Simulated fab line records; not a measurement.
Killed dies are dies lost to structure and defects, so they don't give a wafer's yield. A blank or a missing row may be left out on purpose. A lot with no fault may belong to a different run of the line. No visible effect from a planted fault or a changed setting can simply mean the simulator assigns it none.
The tool behind it: which one? | flow n5 finfet | Sampling: 24 lots, 72 wafers, 5 of 1938 route steps

WHAT THE GAUGES READ, wafer by wafer
N5_BEOL_M9_CD_MEAS_11: target cd 64.1 nm. Usual: cd nm reads 64.2 nm (standard deviation 0.59).
lot  | measured     | on        | cd nm (nm)     | flag
L074 | day 10 17:02 | cd sem-02 | 65.3 64.5 64.4 |
L075 | day 10 17:06 | cd sem-01 | 64.3 64.4 65.1 |
L078 | day 12 17:44 | cd sem-01 | 62.9 64.5 64.6 |
L077 | day 12 21:01 | cd sem-01 | 62.5 64.3 63.4 |
L079 | day 13 14:55 | cd sem-01 | 63.5 63.8 64.9 |
L080 | day 13 15:09 | cd sem-03 | 63.8 64.1 63.5 |
L081 | day 14 03:53 | cd sem-01 | 64.9 65.1 64.4 |
L082 | day 14 07:58 | cd sem-03 | 63.3 63.8 63.7 |
L083 | day 14 17:51 | cd sem-03 | 64.2 64.6 64.0 |
L084 | day 15 03:01 | cd sem-02 | 64.4 63.9 64.2 |
L085 | day 15 03:40 | cd sem-02 | 64.7 64.3 64.2 |
L087 | day 15 07:23 | cd sem-03 | 65.1 64.4 64.7 |
L086 | day 15 07:39 | cd sem-02 | 63.8 64.5 64.8 |
L076 | day 15 18:12 | cd sem-02 | 63.7 63.4 63.5 |
L089 | day 15 18:22 | cd sem-01 | 65.6 64.3 64.2 |
L090 | day 16 01:29 | cd sem-01 | 64.7 64.6 63.3 |
L091 | day 16 14:51 | cd sem-03 | 63.9 63.2 64.5 |
L088 | day 16 18:47 | cd sem-01 | 64.6 64.8 64.7 |
L092 | day 16 22:07 | cd sem-01 | 63.8 64.2 63.4 |
L094 | day 17 00:20 | cd sem-01 | 64.5 64.4 63.7 |
L093 | day 17 00:34 | cd sem-03 | 64.0 63.3 63.9 |
L095 | day 17 04:15 | cd sem-01 | 64.4 64.5 64.7 |
L096 | day 17 04:57 | cd sem-02 | 64.7 64.0 64.6 |
L097 | day 17 09:36 | cd sem-01 | 64.5 64.2 64.3 |

N5_BEOL_M10_THK_MEAS_01. Usual: for M10_ILD_THK the level is 268 nm and the standard deviation is 3.6.
lot  | measured     | on            | M10_ILD_THK (nm) | flag
L074 | day 10 23:21 | film metro-01 | 266 268 267      |
L075 | day 11 00:29 | film metro-01 | 271 263 274      |
L078 | day 13 01:04 | film metro-01 | 265 265 266      |
L077 | day 13 04:11 | film metro-02 | 269 270 268      |
L079 | day 14 00:26 | film metro-01 | 262 267 268      |
L080 | day 13 23:57 | film metro-01 | 270 270 270      |
L081 | day 14 10:37 | film metro-01 | 268 271 274      |
L082 | day 14 15:53 | film metro-01 | 268 267 270      |
L083 | day 15 02:21 | film metro-01 | 260 264 262      |
L084 | day 15 13:05 | film metro-01 | 266 267 270      |
L085 | day 15 12:13 | film metro-01 | 267 266 271      |
L087 | day 15 13:22 | film metro-02 | 267 270 274      |
L086 | day 15 13:53 | film metro-02 | 264 269 271      |
L076 | day 16 00:28 | film metro-02 | 269 272 265      |
L089 | day 16 00:38 | film metro-01 | 267 268 275      |
L090 | day 16 07:55 | film metro-01 | 265 270 266      |
L091 | day 16 23:07 | film metro-02 | 266 270 271      |
L088 | day 17 02:32 | film metro-01 | 270 268 275      |
L092 | day 17 03:02 | film metro-02 | 266 263 267      |
L094 | day 17 07:22 | film metro-01 | 269 264 271      |
L093 | day 17 07:44 | film metro-02 | 265 263 267      |
L095 | day 17 10:26 | film metro-01 | 264 273 266      |
L096 | day 17 12:40 | film metro-01 | 266 268 270      |
L097 | day 17 18:59 | film metro-02 | 263 268 269      |

WHAT TOOL EACH LOT RAN ON (gives the tool, then ch and the chambers of the sampled wafers, and finally the start)
lot  | N5_BEOL_M9_ETCH_61                 | N5_BEOL_M9_STRIP_67                | N5_BEOL_M9_TRENCH_ETCH_37
L074 | rie diel-06 ch 0,3, day 10 17:10   | rie diel-06 ch 0,3, day 10 17:22   | rie diel-02 ch 0,3, day 10 23:21 or earlier
L075 | rie diel-02 ch 1,2,3, day 10 17:13 | rie diel-02 ch 1,2,3, day 10 17:25 | rie diel-04 ch 0,1,3, day 11 00:29 or earlier
L078 | rie diel-06 ch 0,1,2, day 12 18:34 | rie diel-06 ch 0,1,2, day 12 18:46 | rie diel-04 ch 0,2,3, day 13 01:04 or earlier
L077 | rie diel-04 ch 0,2,3, day 12 21:19 | rie diel-04 ch 0,2,3, day 12 21:30 | rie diel-06 ch 0,2,3, day 13 04:11 or earlier
L079 | rie diel-06 ch 0,1,2, day 13 15:07 | rie diel-06 ch 0,1,2, day 13 15:19 | rie diel-06 ch 0,1,2, day 14 00:26 or earlier
L080 | rie diel-04 ch 0,1, day 13 15:35   | rie diel-04 ch 0,1, day 13 15:47   | rie diel-06 ch 0,1,3, day 13 23:57 or earlier
L081 | rie diel-06 ch 0,2,3, day 14 04:43 | rie diel-06 ch 0,2,3, day 14 04:55 | rie diel-04 ch 0,2, day 14 10:37 or earlier
L082 | rie diel-06 ch 0,1,2, day 14 08:19 | rie diel-06 ch 0,1,2, day 14 08:31 | rie diel-06 ch 0,1,2, day 14 15:53 or earlier
L083 | rie diel-06 ch 0,1, day 14 18:04   | rie diel-06 ch 0,1, day 14 18:16   | rie diel-04 ch 0,1,2, day 15 02:21 or earlier
L084 | rie diel-06 ch 0,1,3, day 15 04:52 | rie diel-06 ch 0,1,3, day 15 05:04 | rie diel-02 ch 0,1,3, day 15 13:05 or earlier
L085 | rie diel-06 ch 1,3, day 15 05:19   | rie diel-06 ch 1,3, day 15 05:31   | rie diel-04 ch 0,2,3, day 15 12:13 or earlier
L087 | rie diel-06 ch 0,3, day 15 08:07   | rie diel-06 ch 0,3, day 15 08:18   | rie diel-02 ch 1,3, day 15 13:22 or earlier
L086 | rie diel-04 ch 0,1, day 15 08:21   | rie diel-04 ch 0,1, day 15 08:32   | rie diel-04 ch 1,2,3, day 15 13:53 or earlier
L076 | rie diel-04 ch 0,1,3, day 15 18:19 | rie diel-04 ch 0,1,3, day 15 18:31 | rie diel-02 ch 0,1,2, day 16 00:28 or earlier
L089 | rie diel-02 ch 0,3, day 15 18:29   | rie diel-02 ch 0,3, day 15 18:41   | rie diel-04 ch 0,2,3, day 16 00:38 or earlier
L090 | rie diel-02 ch 0,1,3, day 16 01:37 | rie diel-02 ch 0,1,3, day 16 01:49 | rie diel-04 ch 2,3, day 16 07:55 or earlier
L091 | rie diel-04 ch 1,2, day 16 14:59   | rie diel-04 ch 1,2, day 16 15:11   | rie diel-04 ch 0,1,2, day 16 23:07 or earlier
L088 | rie diel-02 ch 0,1,2, day 16 19:42 | rie diel-02 ch 0,1,2, day 16 19:54 | rie diel-04 ch 0,1, day 17 02:32 or earlier
L092 | rie diel-04 ch 0,1,2, day 16 22:14 | rie diel-04 ch 0,1,2, day 16 22:26 | rie diel-02 ch 0,1, day 17 03:02 or earlier
L094 | rie diel-02 ch 0,1,3, day 17 00:28 | rie diel-02 ch 0,1,3, day 17 00:40 | rie diel-06 ch 1,2,3, day 17 07:22 or earlier
L093 | rie diel-04 ch 0,2,3, day 17 00:47 | rie diel-04 ch 0,2,3, day 17 00:59 | rie diel-02 ch 1,2,3, day 17 07:44 or earlier
L095 | rie diel-06 ch 0,3, day 17 04:40   | rie diel-06 ch 0,3, day 17 04:52   | rie diel-06 ch 1,2, day 17 10:26 or earlier
L096 | rie diel-04 ch 0,1, day 17 05:55   | rie diel-04 ch 0,1, day 17 06:07   | rie diel-02 ch 0,2,3, day 17 12:40 or earlier
L097 | rie diel-02 ch 1,2, day 17 09:43   | rie diel-02 ch 1,2, day 17 09:55   | rie diel-04 ch 0,1,3, day 17 18:59 or earlier
- N5_BEOL_M9_ETCH_61: etches SiARC in CF4, target depth 39 nm, time 65 s.
- N5_BEOL_M9_STRIP_67: strips in CF4.
- N5_BEOL_M9_TRENCH_ETCH_37: etches SiCOH lowk in C4F6/O2, target depth 151.43 nm, time 49 s.

WHAT THE TOOLS THEMSELVES READ (means of the sampled wafers that have a number; where no wafer has one, the mark that the record gives instead)
N5_BEOL_M9_ETCH_61. Usual: drypump motor current A 5.5 A, standard deviation 0.37; etch rf on time s 65.1 s, standard deviation 2; oes product au 0.68 a.u., standard deviation 0.089; rf vpp V 183.6 V, standard deviation 1.2; showerhead plenum p Torr 2.11 Torr, standard deviation 0.074; throttle valve pct 15.54 %, standard deviation 0.26.
lot  | tool        | drypump motor current A (A) | etch rf on time s (s) | oes product au (a.u.) | rf vpp V (V) | showerhead plenum p Torr (Torr) | throttle valve pct (%) | flag
L074 | rie diel-06 | 5.2                         | 66.0                  | 0.65                  | 183.0        | 2.05                            | 15.72                  |
L075 | rie diel-02 | 5.8                         | 65.9                  | 0.60                  | 183.7        | 2.08                            | 15.63                  |
L078 | rie diel-06 | 5.3                         | 64.7                  | 0.64                  | 183.1        | 2.11                            | 15.57                  |
L077 | rie diel-04 | 5.6                         | 65.2                  | 0.64                  | 184.4        | 2.13                            | 15.63                  |
L079 | rie diel-06 | 5.2                         | 64.5                  | 0.64                  | 182.9        | 2.11                            | 15.58                  |
L080 | rie diel-04 | 6.0                         | 63.4                  | 0.78                  | 184.2        | 2.16                            | 15.34                  |
L081 | rie diel-06 | 5.2                         | 66.5                  | 0.63                  | 182.7        | 2.10                            | 15.70                  |
L082 | rie diel-06 | 5.2                         | 65.3                  | 0.63                  | 183.3        | 2.10                            | 15.58                  |
L083 | rie diel-06 | 5.2                         | 66.2                  | 0.66                  | 182.7        | 2.07                            | 15.46                  |
L084 | rie diel-06 | 5.3                         | 65.8                  | 0.62                  | 183.6        | 2.05                            | 15.68                  |
L085 | rie diel-06 | 5.6                         | 63.7                  | 0.61                  | 182.3        | 2.04                            | 15.80                  |
L087 | rie diel-06 | 5.1                         | 66.6                  | 0.65                  | 182.8        | 2.06                            | 15.58                  |
L086 | rie diel-04 | 6.0                         | 63.4                  | 0.75                  | 185.1        | 2.15                            | 15.37                  |
L076 | rie diel-04 | 5.9                         | 64.0                  | 0.77                  | 183.6        | 2.15                            | 15.36                  |
L089 | rie diel-02 | 5.6                         | 65.4                  | 0.65                  | 183.4        | 2.13                            | 15.75                  |
L090 | rie diel-02 | 5.7                         | 66.2                  | 0.65                  | 183.8        | 2.10                            | 15.59                  |
L091 | rie diel-04 | 5.9                         | 64.3                  | 0.71                  | 185.0        | 2.25                            | 15.53                  |
L088 | rie diel-02 | 5.7                         | 66.4                  | 0.72                  | 183.8        | 2.10                            | 15.34                  |
L092 | rie diel-04 | 5.8                         | 64.8                  | 0.69                  | 184.8        | 2.19                            | 15.54                  |
L094 | rie diel-02 | 5.7                         | 65.4                  | 0.74                  | 183.4        | 2.10                            | 15.43                  |
L093 | rie diel-04 | 5.6                         | 64.4                  | 0.70                  | 183.5        | 2.12                            | 15.52                  |
L095 | rie diel-06 | 5.1                         | 67.0                  | 0.64                  | 183.3        | 2.06                            | 15.60                  |
L096 | rie diel-04 | 6.1                         | 64.0                  | 0.74                  | 184.6        | 2.21                            | 15.41                  |
L097 | rie diel-02 | 5.7                         | 66.6                  | 0.73                  | 182.8        | 2.07                            | 15.26                  |

N5_BEOL_M9_STRIP_67. Usual: drypump motor current A 5.5 A, standard deviation 0.36; oes product au 0.80 a.u., standard deviation 0.098; rf vpp V 270.5 V, standard deviation 1.5; showerhead plenum p Torr 1.76 Torr, standard deviation 0.059; throttle valve pct 13.51 %, standard deviation 0.28.
lot  | tool        | drypump motor current A (A) | oes product au (a.u.) | rf vpp V (V) | showerhead plenum p Torr (Torr) | throttle valve pct (%) | flag
L074 | rie diel-06 | 5.2                         | 0.77                  | 269.2        | 1.72                            | 13.67                  |
L075 | rie diel-02 | 5.7                         | 0.71                  | 269.9        | 1.74                            | 13.65                  |
L078 | rie diel-06 | 5.2                         | 0.75                  | 270.3        | 1.76                            | 13.54                  |
L077 | rie diel-04 | 5.5                         | 0.75                  | 271.0        | 1.78                            | 13.60                  |
L079 | rie diel-06 | 5.3                         | 0.74                  | 270.9        | 1.76                            | 13.56                  |
L080 | rie diel-04 | 5.9                         | 0.89                  | 271.0        | 1.80                            | 13.26                  |
L081 | rie diel-06 | 5.1                         | 0.74                  | 270.5        | 1.76                            | 13.67                  |
L082 | rie diel-06 | 5.2                         | 0.74                  | 270.1        | 1.76                            | 13.57                  |
L083 | rie diel-06 | 5.2                         | 0.78                  | 269.4        | 1.72                            | 13.40                  |
L084 | rie diel-06 | 5.3                         | 0.74                  | 269.9        | 1.71                            | 13.65                  |
L085 | rie diel-06 | 5.6                         | 0.70                  | 268.8        | 1.70                            | 13.78                  |
L087 | rie diel-06 | 5.1                         | 0.77                  | 270.1        | 1.72                            | 13.52                  |
L086 | rie diel-04 | 6.0                         | 0.87                  | 270.6        | 1.80                            | 13.30                  |
L076 | rie diel-04 | 5.9                         | 0.89                  | 271.6        | 1.80                            | 13.29                  |
L089 | rie diel-02 | 5.6                         | 0.77                  | 271.1        | 1.78                            | 13.76                  |
L090 | rie diel-02 | 5.7                         | 0.77                  | 271.4        | 1.76                            | 13.58                  |
L091 | rie diel-04 | 5.9                         | 0.82                  | 272.7        | 1.87                            | 13.45                  |
L088 | rie diel-02 | 5.6                         | 0.85                  | 269.1        | 1.76                            | 13.30                  |
L092 | rie diel-04 | 5.7                         | 0.80                  | 271.8        | 1.82                            | 13.47                  |
L094 | rie diel-02 | 5.7                         | 0.86                  | 270.1        | 1.76                            | 13.41                  |
L093 | rie diel-04 | 5.5                         | 0.81                  | 270.6        | 1.78                            | 13.46                  |
L095 | rie diel-06 | 5.1                         | 0.76                  | 270.2        | 1.72                            | 13.56                  |
L096 | rie diel-04 | 6.1                         | 0.86                  | 272.8        | 1.84                            | 13.33                  |
L097 | rie diel-02 | 5.7                         | 0.86                  | 269.9        | 1.73                            | 13.21                  |

N5_BEOL_M9_TRENCH_ETCH_37. Usual: drypump motor current A 5.6 A, standard deviation 0.36; oes product au 0.81 a.u., standard deviation 0.11; rf vpp V 665 V, standard deviation 14; showerhead plenum p Torr 2.84 Torr, standard deviation 0.11; throttle valve pct 20.88 %, standard deviation 0.22.
lot  | tool        | drypump motor current A (A) | oes product au (a.u.) | rf vpp V (V) | showerhead plenum p Torr (Torr) | throttle valve pct (%) | flag
L074 | rie diel-02 | 5.6                         | 0.78                  | 653          | 2.82                            | 21.00                  |
L075 | rie diel-04 | 5.9                         | 0.76                  | 648          | 2.77                            | 20.97                  |
L078 | rie diel-04 | 5.6                         | 0.76                  | 658          | 2.84                            | 20.96                  |
L077 | rie diel-06 | 5.2                         | 0.75                  | 676          | 2.81                            | 21.00                  |
L079 | rie diel-06 | 5.3                         | 0.75                  | 675          | 2.81                            | 20.90                  |
L080 | rie diel-06 | 5.3                         | 0.75                  | 672          | 2.74                            | 21.02                  |
L081 | rie diel-04 | 5.6                         | 0.80                  | 657          | 2.85                            | 20.88                  |
L082 | rie diel-06 | 5.3                         | 0.73                  | 675          | 2.80                            | 20.90                  |
L083 | rie diel-04 | 5.8                         | 0.82                  | 662          | 2.93                            | 20.94                  |
L084 | rie diel-02 | 5.7                         | 0.77                  | 661          | 2.79                            | 20.85                  |
L085 | rie diel-04 | 5.5                         | 0.83                  | 657          | 2.83                            | 20.85                  |
L087 | rie diel-02 | 5.9                         | 0.69                  | 657          | 2.73                            | 20.79                  |
L086 | rie diel-04 | 5.7                         | 0.85                  | 663          | 2.92                            | 20.89                  |
L076 | rie diel-02 | 5.7                         | 0.86                  | 676          | 2.80                            | 20.67                  |
L089 | rie diel-04 | 5.6                         | 0.83                  | 658          | 2.83                            | 20.84                  |
L090 | rie diel-04 | 5.3                         | 0.76                  | 669          | 2.89                            | 20.98                  |
L091 | rie diel-04 | 5.8                         | 0.80                  | 662          | 2.92                            | 20.96                  |
L088 | rie diel-04 | 6.0                         | 0.85                  | 651          | 2.87                            | 20.83                  |
L092 | rie diel-02 | 5.6                         | 0.82                  | 671          | 2.83                            | 20.75                  |
L094 | rie diel-06 | 5.4                         | 0.88                  | 676          | 2.89                            | 20.90                  |
L093 | rie diel-02 | 5.8                         | 0.87                  | 667          | 2.76                            | 20.67                  |
L095 | rie diel-06 | 5.5                         | 0.96                  | 678          | 3.01                            | 20.67                  |
L096 | rie diel-02 | 5.5                         | 0.94                  | 669          | 2.82                            | 20.73                  |
L097 | rie diel-04 | 5.9                         | 0.88                  | 651          | 2.86                            | 20.79                  |

THE ANSWER, worked out from the rows above alone
Rule: a lot counts as off when the mean over its wafers that have a number is more than 3 standard deviations away from the usual mean. Also off: a lot with no number at a reading for which 4 or more lots have one. Where the step has rows for the other lots, those lots are counted as sound. The gauges are gone through in route order, then the tools' own readings, and for those a lot's mean is taken as printed above. The first step at which some lot is off is used, and at that step the reading that is off furthest; a lot without a number counts as furthest.
Nothing can be told from this: no lot is off at any reading shown.

WHAT THE SIMULATOR HAD PUT IN
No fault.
